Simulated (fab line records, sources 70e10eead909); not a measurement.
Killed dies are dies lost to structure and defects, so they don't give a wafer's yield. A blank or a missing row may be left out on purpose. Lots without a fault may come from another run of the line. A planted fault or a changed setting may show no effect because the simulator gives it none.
fab line records | flow nand_harc
record lots=12 wafers=36 last_day=25
route steps=1159 shown THIN_TSV@1116 END@1159
lots that met no fault: from a run of the same line without faults
start_h: hours from the record's first day to the start of the lot's first wafer shown | wait_h: hours since the lot's step before | " the same as in the row above | L1.1+2: a row that stands for several wafers | - no value, or no start given | * or withheld: withheld | < > ~ a bound
route shown NAME@n: a module of which the file shows steps, and the number in the route of the first | usual: mean/standard deviation of fault-free wafers | same: alike in all rows | chamber/n: place in a boat | sites: the reading at each site | _std_site: their standard deviation | _edge_site: outer sites' mean less inner sites' | radius_mm: how far each site lies from the wafer's centre | mask NAME#n: copy n | behind: the tool/chamber that last shaped the wafer | hold: why the lot was held/for how many hours/how that ended | device: the transistor (n, p or np) that didn't switch | end of line: the same wafers' tests at the end of the route | a step without rows: its recipe alone | killed: dies lost to structure and defects at the first sort, not the wafer's yield | map: a wafer's dies, x killed, . not, _ none there
set.NAME: the setting as run; set.NAME@STEP: as run at that earlier step | model.NAME: the simulator's own value behind a step, which no gauge read
steps of the route over a sample of lots; a table a step, a row a wafer
services: from which hour (start_h, from the record's first day; less than 0 if before it) a tool's chamber was out of use, for how many hours, and why
## steps
# step NHARC_THIN_TSV_CD_MEAS_12
# recipe target_cd_nm=1000 landing_energy_ev=500
# usual cd_nm=999.9/1.9
# same landing_energy_ev=500
# columns lot.wafer tool chamber start_h wait_h cd_nm
L763.1 cd_sem-03 0 423.52 - 996.3
L763.2 " 0 " " 1000.7
L763.4 " 0 " " 999.8
L764.1 cd_sem-02 0 436.76 - 999.9
L764.2 " 0 " " 999.3
L764.3 " 0 " " 1000.9
L765.2 cd_sem-02 0 439.29 - 1002.5
L765.4 " 0 " " 1000.7
L765.6 " 0 " " 1004.9
L766.1 cd_sem-02 0 441.63 - 998.0
L766.2 " 0 " " 1000.0
L766.4 " 0 " " 1001.5
L768.3 cd_sem-01 0 470.85 - 998.2
L768.4 " 0 " " 997.1
L768.6 " 0 " " 1000.7
L767.1 cd_sem-01 0 487.09 - 1003.1
L767.2 " 0 " " 1000.1
L767.4 " 0 " " 1003.6
L772.4 cd_sem-03 0 497.52 - 998.0
L772.5 " 0 " " 996.9
L772.6 " 0 " " 994.8
L777.3 cd_sem-01 0 510.16 - 998.3
L777.4 " 0 " " 998.7
L777.5 " 0 " " 998.8
L774.3 cd_sem-01 0 521.33 - 1000.6
L774.4 " 0 " " 1000.4
L774.5 " 0 " " 1002.3
L782.1 cd_sem-03 0 543.86 - 998.7
L782.2 " 0 " " 1000.2
L782.5 " 0 " " 1000.5
L781.3 cd_sem-02 0 545.08 - 997.7
L781.4 " 0 " " 998.4
L781.5 " 0 " " 996.5
L783.1 cd_sem-02 0 555.51 - 999.4
L783.2 " 0 " " 1000.1
L783.3 " 0 " " 996.6
# step NHARC_THIN_TSV_ETCH_44
# recipe target_depth_a=15942 time_s=797.1 cf4_flow_sccm=150 o2_flow_sccm=10 ar_flow_sccm=0 rf_w=300 bias_w=800 chemistry=CF4/O2
# usual drypump_motor_current_A=5.6/0.48 oes_product_au=0.997/0.01 rf_vpp_V=795/3.3 showerhead_plenum_p_Torr=1.84/0.051 throttle_valve_pct=16.916/0.0094
# columns lot.wafer tool chamber start_h wait_h drypump_motor_current_A oes_product_au rf_hours_counter_h rf_vpp_V showerhead_plenum_p_Torr throttle_valve_pct
L763.1 rie_diel-10 2 423.82 0.1 6.5 0.991 7 797 1.86 16.909
L763.4 " 3 " " 5.6 0.992 7 793 1.81 16.920
L763.2 " 0 " " 5.7 1.010 7 794 1.81 16.927
L764.2 rie_diel-11 1 437.00 0.1 5.3 0.988 4 797 1.86 16.926
L764.3 " 3 " " 5.6 0.993 4 789 1.77 16.906
L764.1 " 0 " " 5.7 1.008 4 788 1.75 16.909
L765.2 rie_diel-02 2 439.65 0.2 5.2 0.997 9 796 1.85 16.918
L765.4 " 3 " " 5.5 0.994 8 797 1.88 16.908
L765.6 " 1 " " 6.4 0.995 - 794 1.86 16.912
L766.4 rie_diel-02 0 441.88 0.1 5.9 1.004 8 800 1.93 16.896
L766.2 " 1 " " 6.4 0.990 5 797 1.86 16.905
L766.1 " 3 " " 5.5 0.985 8 797 1.88 16.915
L768.4 rie_diel-10 1 471.21 0.2 5.2 0.991 10 789 1.76 16.910
L768.3 " 2 " " 6.5 0.995 11 796 1.86 16.914
L768.6 " 0 " " 5.6 1.003 - 792 1.81 16.917
L767.2 rie_diel-10 2 487.40 0.1 6.5 0.999 13 795 1.86 16.912
L767.4 " 3 " " 5.6 0.995 13 794 1.81 16.915
L767.1 " 0 " " 5.7 0.999 12 793 1.81 16.903
L772.6 rie_diel-02 1 498.00 0.3 6.4 0.983 - 798 1.86 16.926
L772.4 " 2 " " 5.2 0.987 - 797 1.85 16.910
L772.5 " 0 " " 6.0 0.993 - 800 1.93 16.926
L777.4 rie_diel-11 0 510.40 0.1 5.7 0.987 7 790 1.75 16.916
L777.3 " 1 " " 5.3 0.975 9 795 1.86 16.922
L777.5 " 0 " " 5.7 0.990 - 787 1.75 16.935
L774.3 rie_diel-10 1 521.66 0.2 5.2 0.997 15 789 1.76 16.914
L774.4 " 0 " " 5.7 1.007 - 794 1.81 16.919
L774.5 " 2 " " 6.5 0.994 - 797 1.86 16.926
L782.1 rie_diel-02 3 544.21 0.1 5.5 0.995 3 798 1.88 16.901
L782.2 " 1 " " 6.3 0.988 3 795 1.86 16.914
L782.5 " 3 " " 5.5 1.002 - 796 1.88 16.910
L781.4 rie_diel-02 0 545.39 0.1 6.0 0.988 3 800 1.93 16.912
L781.3 " 2 " " 5.2 1.003 3 795 1.85 16.922
L781.5 " 3 " " 5.5 0.993 - 797 1.88 16.882
L783.1 rie_diel-11 3 555.75 0.1 5.6 1.014 0 791 1.77 16.924
L783.2 " 0 " " 5.7 0.979 0 789 1.75 16.906
L783.3 " 1 " " 5.3 0.988 0 798 1.86 16.917
# step NHARC_THIN_TSV_ETCH_15
# recipe target_depth_a=30000 bosch_target_overetch_cycles=2 bosch_etch_step_s=2.8 bosch_dep_step_s=1.2 bosch_cycles=14
# usual drypump_motor_current_A=5.5/0.34
# columns lot.wafer tool chamber start_h wait_h drypump_motor_current_A rf_hours_counter_h
L763.4 rie_si-03 0 424.35 - 6.1 0.9
L763.2 " 1 " " 5.4 0.9
L763.1 " 2 " " 5.4 0.7
L764.3 rie_si-03 0 437.57 - 6.0 1.0
L764.1 " 2 " " 5.4 0.8
L764.2 " 3 " " 5.5 0.8
L765.2 rie_si-05 0 440.12 - 5.6 0.2
L765.4 " 1 " " 5.8 0.1
L765.6 " 3 " " 4.8 -
L766.1 rie_si-04 2 442.47 - 5.1 1.6
L766.2 " 3 " " 5.5 1.6
L766.4 " 0 " " 6.0 1.6
L768.4 rie_si-04 1 471.67 - 5.5 0.1
L768.3 " 3 " " 5.4 0.1
L768.6 " 2 " " 5.1 -
L767.1 rie_si-05 1 487.91 - 5.8 0.5
L767.2 " 2 " " 5.7 0.4
L767.4 " 0 " " 5.6 0.5
L772.5 rie_si-03 1 498.52 - 5.3 -
L772.4 " 2 " " 5.4 -
L772.6 " 0 " " 6.1 -
L777.4 rie_si-04 3 510.99 - 5.4 0.5
L777.3 " 1 " " 5.5 0.4
L777.5 " 2 " " 5.1 -
L774.4 rie_si-04 1 522.27 - 5.4 0.5
L774.3 " 0 " " 6.0 0.5
L774.5 " 1 " " 5.4 -
L782.1 rie_si-03 0 544.75 - 6.0 0.2
L782.2 " 1 " " 5.4 0.2
L782.5 " 0 " " 6.0 -
L781.3 rie_si-05 1 545.92 - 5.8 1.2
L781.4 " 2 " " 5.7 1.1
L781.5 " 0 " " 5.6 -
L783.3 rie_si-03 2 556.32 - 5.4 0.3
L783.1 " 0 " " 6.1 0.3
L783.2 " 1 " " 5.4 0.3
# step NHARC_THIN_TSV_CD_MEAS_37
# usual cd_nm=5000.1/2.5
# columns lot.wafer tool chamber start_h wait_h cd_nm
L763.1 cd_sem-03 - 431.19 - 5000.2
L763.2 " - " " 5002.5
L763.4 " - " " 5002.4
L764.1 cd_sem-02 - 444.50 - 5001.3
L764.2 " - " " 4999.5
L764.3 " - " " 5002.2
L765.2 cd_sem-01 - 446.71 - 5004.9
L765.4 " - " " 5000.8
L765.6 " - " " 5001.8
L766.1 cd_sem-02 - 448.92 - 4998.7
L766.2 " - " " 5003.5
L766.4 " - " " 4999.0
L768.3 cd_sem-02 - 478.98 - 5002.6
L768.4 " - " " 5000.5
L768.6 " - " " 4999.5
L767.1 cd_sem-03 - 494.53 - 5001.1
L767.2 " - " " 4994.8
L767.4 " - " " 5003.8
L772.4 cd_sem-03 - 505.14 - 5000.6
L772.5 " - " " 4998.2
L772.6 " - " " 4997.8
L777.3 cd_sem-01 - 517.68 - 5004.3
L777.4 " - " " 5000.1
L777.5 " - " " 4998.5
L774.3 cd_sem-02 - 529.47 - 5001.6
L774.4 " - " " 5001.9
L774.5 " - " " 5002.8
L782.1 cd_sem-03 - 551.34 - 4996.4
L782.2 " - " " 4999.1
L782.5 " - " " 4999.7
L781.3 cd_sem-03 - 553.01 - 4997.8
L781.4 " - " " 4998.1
L781.5 " - " " 4996.8
L783.1 cd_sem-03 - 563.16 - 4996.2
L783.2 " - " " 4997.6
L783.3 " - " " 4997.6
# step NHARC_END_SORT_01
# recipe temp_c=25
# usual defect_limited_yield=95.3/1.3 killed_at_array=28/9.1 killed_at_other=0.6/0.87 killed_at_periphery=3.4/2.7 killed_dies=32/9 killed_open=3.2/1.9 killed_short=2.0/1.3 sort_bin_2_pct=1.5/0.57 sort_bin_3_pct=0.26/0.22 sort_bin_4_pct=2.9/0.91 sort_n_pass=645/9 sort_rim_yield_pct=93/3.3 sort_yield_pct=95.3/1.3
# same gross_dies=677 sort_bin_5_pct[%]=0 sort_bin_6_pct[%]=0 sort_bin_7_pct[%]=0 sort_bin_8_pct[%]=0 sort_rim_n_gross=106.00
# columns lot.wafer tool chamber start_h wait_h defect_limited_yield[%] killed_at_array killed_at_other killed_at_periphery killed_dies killed_open killed_short sort_bin_2_pct[%] sort_bin_3_pct[%] sort_bin_4_pct[%] sort_n_pass sort_rim_yield_pct[%] sort_yield_pct[%]
L768.3 prober-02 0 487.77 3.1 95.6 19 1 10 30 4 1 1.2 0.30 3.0 647 94 95.6
L768.4 prober-02 0 488.56 3.4 96.6 20 0 3 23 3 2 1.0 0.15 2.2 654 96 96.6
L768.6 prober-02 0 490.14 4.0 96.3 23 0 2 25 4 2 1.5 0 2.2 652 96 96.3
L772.4 prober-02 0 543.51 3.4 92.8 49 0 0 49 3 1 1.8 0.44 5.0 628 88 92.8
L772.5 prober-02 0 544.32 3.7 94.2 36 0 3 39 7 1 2.1 0.59 3.1 638 90 94.2
L772.6 prober-02 0 545.13 4.1 94.2 38 0 1 39 3 1 1.3 0.15 4.3 638 92 94.2
L777.3 prober-02 0 550.57 3.1 85.7 27 68 2 97 4 3 4.9 5.47 4.0 580 80 85.7
L777.4 prober-02 0 551.38 3.4 81.1 38 90 0 128 1 0 7.4 5.47 6.1 549 81 81.1
L777.5 prober-02 0 552.18 3.7 77.7 35 109 7 151 6 0 8.7 5.61 8.0 526 88 77.7
L774.3 prober-02 0 573.98 3.1 87.7 22 55 6 83 7 4 3.4 4.43 4.4 594 83 87.7
L774.4 prober-02 0 574.78 3.4 86.7 18 67 5 90 1 4 4.7 4.87 3.7 587 83 86.7
L774.5 prober-02 0 575.57 3.7 83.0 34 76 5 115 2 5 5.5 5.61 5.9 562 79 83.0
L781.3 prober-02 0 597.37 3.1 95.7 25 1 3 29 3 1 1.6 0.30 2.4 648 91 95.7
L781.4 prober-02 0 598.17 3.4 96.2 24 0 2 26 1 3 1.3 0.15 2.4 651 92 96.2
L781.5 prober-02 0 598.97 3.7 96.0 25 0 2 27 1 1 1.6 0.44 1.9 650 91 96.0
# killed by level:class
L768.3 A_CONTACT:chamber_film_flake=8 P_M0:chamber_film_flake=7 A_STAIRCASE:chamber_film_flake=5 A_CHANNEL_HOLE_D1:chamber_film_flake=4 P_GATE:geometric_particle:open=1 P_CONTACT:geometric_particle:open=1 P_M2:geometric_particle:open=1 A_ONON_D1:geometric_particle:short=1
L768.4 A_CONTACT:chamber_film_flake=9 A_CONTACT:geometric_particle:open=3 P_M0:chamber_film_flake=3 A_CHANNEL_HOLE_D1:chamber_film_flake=3 A_STAIRCASE:chamber_film_flake=3 A_ONON_D1:geometric_particle:short=1 A_M0:geometric_particle:short=1
L768.6 A_CONTACT:chamber_film_flake=11 A_CHANNEL_HOLE_D1:chamber_film_flake=4 A_STAIRCASE:chamber_film_flake=3 A_CONTACT:geometric_particle:open=2 P_M0:geometric_particle:open=1 A_CHANNEL_FILL_D1:geometric_particle:short=1 A_M0:geometric_particle:open=1 A_M0:geometric_particle:short=1
L772.4 A_SLIT:chamber_film_flake=22 A_CHANNEL_HOLE_D1:chamber_film_flake=9 A_CONTACT:chamber_film_flake=7 A_STAIRCASE:chamber_film_flake=3 A_CHANNEL_FILL_D1:chamber_film_flake=2 A_SGD_CUT:chamber_film_flake=2 A_CHANNEL_FILL_D1:geometric_particle:short=1 A_WL_FILL:geometric_particle:open=1
L772.5 A_SLIT:chamber_film_flake=17 A_CHANNEL_HOLE_D1:chamber_film_flake=5 A_CONTACT:chamber_film_flake=5 A_M0:geometric_particle:open=3 A_STAIRCASE:chamber_film_flake=2 P_STI:geometric_particle:short=1 P_M0:geometric_particle:open=1 A_ONON_D1:geometric_particle:open=1
L772.6 A_SLIT:chamber_film_flake=12 A_CHANNEL_HOLE_D1:chamber_film_flake=11 A_SGD_CUT:chamber_film_flake=6 A_STAIRCASE:chamber_film_flake=3 A_CONTACT:chamber_film_flake=2 A_ONON_D1:geometric_particle:short=1 A_WL_FILL:geometric_particle:open=1 A_CONTACT:geometric_particle:open=1
L777.3 THIN_TSV:unspecified=68 A_SLIT:chamber_film_flake=13 A_CONTACT:chamber_film_flake=5 A_STAIRCASE:chamber_film_flake=3 A_SGD_CUT:geometric_particle:open=2 P_M0:geometric_particle:open=1 P_M0:geometric_particle:short=1 A_ONON_D1:geometric_particle:short=1
L777.4 THIN_TSV:unspecified=90 A_SLIT:chamber_film_flake=11 A_CHANNEL_HOLE_D1:chamber_film_flake=10 A_CONTACT:chamber_film_flake=9 A_M1:chamber_film_flake=3 A_STAIRCASE:chamber_film_flake=2 A_CHANNEL_HOLE_D1:geometric_particle:open=1 A_CHANNEL_FILL_D1:chamber_film_flake=1
L777.5 THIN_TSV:unspecified=109 A_SLIT:chamber_film_flake=17 A_CHANNEL_HOLE_D1:chamber_film_flake=10 P_ZERO_WELL:chamber_film_flake=4 A_CONTACT:chamber_film_flake=3 A_CONTACT:geometric_particle:open=2 A_STAIRCASE:chamber_film_flake=2 P_STI:geometric_particle:open=1
L774.3 THIN_TSV:unspecified=54 P_M0:chamber_film_flake=3 A_SLIT:chamber_film_flake=3 A_STAIRCASE:chamber_film_flake=3 A_CONTACT:chamber_film_flake=3 A_BONDPAD:chamber_film_flake=3 A_BLC:geometric_particle:open=2 A_M0:geometric_particle:open=2
L774.4 THIN_TSV:unspecified=65 P_M0:chamber_film_flake=4 A_CHANNEL_HOLE_D1:chamber_film_flake=3 A_SLIT:chamber_film_flake=3 A_STAIRCASE:chamber_film_flake=3 A_CONTACT:chamber_film_flake=2 A_BONDPAD:chamber_film_flake=2 THIN_TSV:chamber_film_flake=2
L774.5 THIN_TSV:unspecified=74 A_SLIT:chamber_film_flake=14 A_CHANNEL_HOLE_D1:chamber_film_flake=4 P_M0:chamber_film_flake=3 A_STAIRCASE:chamber_film_flake=3 A_WL_FILL:geometric_particle:short=2 A_WL_FILL:chamber_film_flake=2 A_CONTACT:chamber_film_flake=2
L781.3 A_CONTACT:chamber_film_flake=9 A_CHANNEL_HOLE_D1:chamber_film_flake=9 P_BONDPAD:chamber_film_flake=2 A_CHANNEL_FILL_D1:chamber_film_flake=2 A_ONON_D1:geometric_particle:short=1 A_WL_FILL:geometric_particle:open=1 A_CONTACT:geometric_particle:open=1 P_GATE:chamber_film_flake=1
L781.4 A_CHANNEL_HOLE_D1:chamber_film_flake=13 A_CONTACT:chamber_film_flake=5 A_STAIRCASE:chamber_film_flake=2 P_M0:geometric_particle:short=1 P_M1:geometric_particle:short=1 A_ONON_D1:geometric_particle:open=1 A_ONON_D1:geometric_particle:short=1 A_CHANNEL_FILL_D1:chamber_film_flake=1
L781.5 A_CHANNEL_HOLE_D1:chamber_film_flake=11 A_CONTACT:chamber_film_flake=7 A_CHANNEL_FILL_D1:chamber_film_flake=3 P_GATE:chamber_film_flake=2 A_CHANNEL_FILL_D1:geometric_particle:short=1 A_CONTACT:geometric_particle:open=1 A_STAIRCASE:chamber_film_flake=1 A_BLC:chamber_film_flake=1
## services
# columns tool chamber start_h hours kind
rie_diel-02 0 410.20 - clean
rie_diel-02 1 410.20 - clean
rie_diel-02 2 410.20 - clean
rie_diel-02 3 410.20 - clean
rie_si-05 - 416.00 9.0 pm
rie_diel-02 0 434.70 - clean
rie_diel-02 1 434.70 - clean
rie_diel-10 1 447.99 3.9 repair
rie_si-03 - 451.82 0.4 repair
rie_diel-11 1 452.84 6.7 repair
rie_si-04 - 453.00 9.0 pm
rie_diel-02 3 454.41 52.1 repair
rie_diel-11 0 475.74 9.3 repair
rie_diel-11 0 490.49 16.6 repair
rie_si-03 3 498.31 3.9 repair
rie_diel-02 2 499.09 5.0 repair
rie_diel-02 - 504.70 9.0 pm
rie_si-03 - 509.00 9.0 pm
rie_si-04 - 523.11 2.0 repair
rie_si-03 0 537.94 1.4 repair
rie_si-05 - 540.96 0.8 repair
rie_diel-10 - 543.32 9.0 pm
rie_diel-11 2 543.43 4.8 repair
rie_diel-11 - 543.50 9.0 pm
## key
first_sign step=NHARC_END_SORT_01 reading=killed_at_other direction=up sigmas=77 usual=0.6 struck=77.5
effect step=NHARC_END_SORT_01 reading=killed_dies direction=up sigmas=8.8 usual=32 struck=111
more_kills_born_at NHARC_THIN_TSV_ETCH_15@rie_si-04=460
met_at NHARC_THIN_TSV_ETCH_15
struck_lots L774,L777
not_acting_at NHARC_THIN_TSV_CD_MEAS_12,NHARC_THIN_TSV_ETCH_44,NHARC_THIN_TSV_CD_MEAS_37
onset_between 471.67 510.99
fault kind=chamber_particle_source tool=rie_si-04 chamber=- onset_h=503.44 steps=NHARC_THIN_TSV_ETCH_15 rate_per_visit_cm2=2.1504 end_h=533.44
